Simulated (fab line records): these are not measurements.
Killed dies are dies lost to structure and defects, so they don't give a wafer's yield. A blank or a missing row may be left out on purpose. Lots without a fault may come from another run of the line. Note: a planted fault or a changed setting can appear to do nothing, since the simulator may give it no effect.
Lot-split experiment    flow n5_finfet    7 lots, 21 wafers read, on a route of 1938 steps

== THE SPLIT ITSELF ==
At N5_BEOL_M10_COAT_64 (time 60 s, resist thk 30 nm), the setting spin_rpm was moved away from the recipe's 1500 rpm on 5 of the 21 wafers read, by -10.5% to +7.7%. The other wafers ran this setting at the recipe's value.

== FROM THE SPLIT TO THE READING: what the file shows between them, 5 steps ==
- N5_BEOL_M10_EXPOSE_25: exposes mask V9 (also split here: dose_mj)
- N5_BEOL_M10_PEB_26: peb time 60 s
- N5_BEOL_M10_DEVELOP_27: develop time 30 s
- N5_BEOL_M10_DESCUM_33: chemistry O2, time 7.9 s
- N5_BEOL_M10_ETCH_65: etches SiARC in CF4, target depth 39 nm, time 65 s

== THE READING ==
SiARC_of_BEOL_M10_COAT_64.thk_nm (the simulator's own value, which no gauge read), in nm, at N5_BEOL_M10_ETCH_66 (etches SOC in N2/H2, target depth 120 nm, overetch 24 nm, time 180 s). The file gives no usual value for it. Across the 16 wafers here that went through the recipe, the average is 22.8 nm and the standard deviation 0.29 nm.

wafer   tool, chamber at the split  spin_rpm as run, rpm  against the recipe  SiARC_of_BEOL_M10_COAT_64.thk_nm, nm  against lot-mates on the recipe
L074.1  litho_track-01, 0           1500                  recipe              23                                    -
L074.3  litho_track-01, 0           1500                  recipe              23.2                                  -
L074.5  litho_track-01, 0           1500                  recipe              23.2                                  -
L077.3  litho_track-04, 0           1500                  recipe              22.8                                  -
L077.4  litho_track-04, 0           1500                  recipe              22.2                                  -
L077.5  litho_track-04, 0           1500                  recipe              23                                    -
L081.3  litho_track-01, 0           1500                  recipe              22.8                                  -
L081.5  litho_track-01, 0           1615                  +7.7%               21.8                                  -1.1
L081.6  litho_track-01, 0           1500                  recipe              23                                    -
L085.3  litho_track-04, 0           1500                  recipe              22.8                                  -
L085.4  litho_track-04, 0           1500                  recipe              22.8                                  -
L085.5  litho_track-04, 0           1500                  recipe              22.4                                  -
L089.1  litho_track-03, 0           1500                  recipe              23.2                                  -
L089.3  litho_track-03, 0           1500                  recipe              22.8                                  -
L089.5  litho_track-03, 0           1500                  recipe              22.6                                  -
L093.2  litho_track-01, 0           1557                  +3.8%               21.8                                  -1.2
L093.5  litho_track-01, 0           1500                  recipe              23                                    -
L093.6  litho_track-01, 0           1557                  +3.8%               22.2                                  -0.8
L096.1  litho_track-03, 0           1500                  recipe              22.4                                  -
L096.2  litho_track-03, 0           1343                  -10.5%              24.8                                  +2.4
L096.5  litho_track-03, 0           1343                  -10.5%              24.8                                  +2.4

THE FIT
A straight line over all 21 wafers: SiARC_of_BEOL_M10_COAT_64.thk_nm changes by -0.181 nm for each +1% of spin_rpm; r = -0.93; the points scatter about the line by 0.29 nm.
The same after taking each lot's own level away (the mean of its wafers on the recipe; 21 wafers): -0.216 nm for each +1%; r = -0.96; scatter 0.25 nm.
That fit puts the effect of the largest move of spin_rpm on the reading at 2.3 nm.
From 22.40 to 23.13 nm: that is the span of the lots' own levels, equal to 2.5 times the standard deviation above.
Hence the slope depends on the lot-to-lot level, as the two fits are not the same.
Check: for one of the wafers moved furthest among these (-10.5%), held out of the fit, the line's prediction against its lot-mates is +2.2 nm. It came out at +2.4 nm against them.

== OTHER SPLITS ON THESE WAFERS ==
These wafers also went through other splits before the reading. Each is held against what the fit with the lots' levels taken away leaves over:
other split on the same wafers  wafers away from the commonest value  r with SiARC_of_BEOL_M10_COAT_64.thk_nm (lot level and that fit taken away)
N5_BEOL_M7_ETCH_41 source_w     12                                    +0.22
N5_BEOL_M8_ETCH_66 bias_w       8                                     +0.12
N5_BEOL_M9_ETCH_66 time_s       9                                     +0.04
N5_BEOL_M10_EXPOSE_25 dose_mj   5                                     -0.13

== THE WHOLE CHAIN: every reading that the file lists as answering this split, in the file's order ==
step                 what it does                                                          reading                                                                              change (the file's fit)                r (the file's)
N5_BEOL_M10_COAT_64  time 60 s, resist thk 30 nm                                           SiARC_of_BEOL_M10_COAT_64.thk_nm (the simulator's own value, which no gauge read)    -0.146 nm for each +1% of the setting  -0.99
N5_BEOL_M10_ETCH_65  etches SiARC in CF4, target depth 39 nm, time 65 s                    etch.depth_nm (the simulator's own value, which no gauge read)                       -0.148 nm for each +1% of the setting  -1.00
N5_BEOL_M10_ETCH_65  etches SiARC in CF4, target depth 39 nm, time 65 s                    CAR-ArF_of_BEOL_M10_COAT_22.thk_nm (the simulator's own value, which no gauge read)  +0.14 nm for each +1% of the setting   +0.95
N5_BEOL_M10_ETCH_66  etches SOC in N2/H2, target depth 120 nm, overetch 24 nm, time 180 s  SiARC_of_BEOL_M10_COAT_64.thk_nm (the simulator's own value, which no gauge read)    -0.204 nm for each +1% of the setting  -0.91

== FILE'S OWN FIT ==
SiARC_of_BEOL_M10_COAT_64.thk_nm changes by -0.204 nm for each +1% of spin_rpm, r = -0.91.
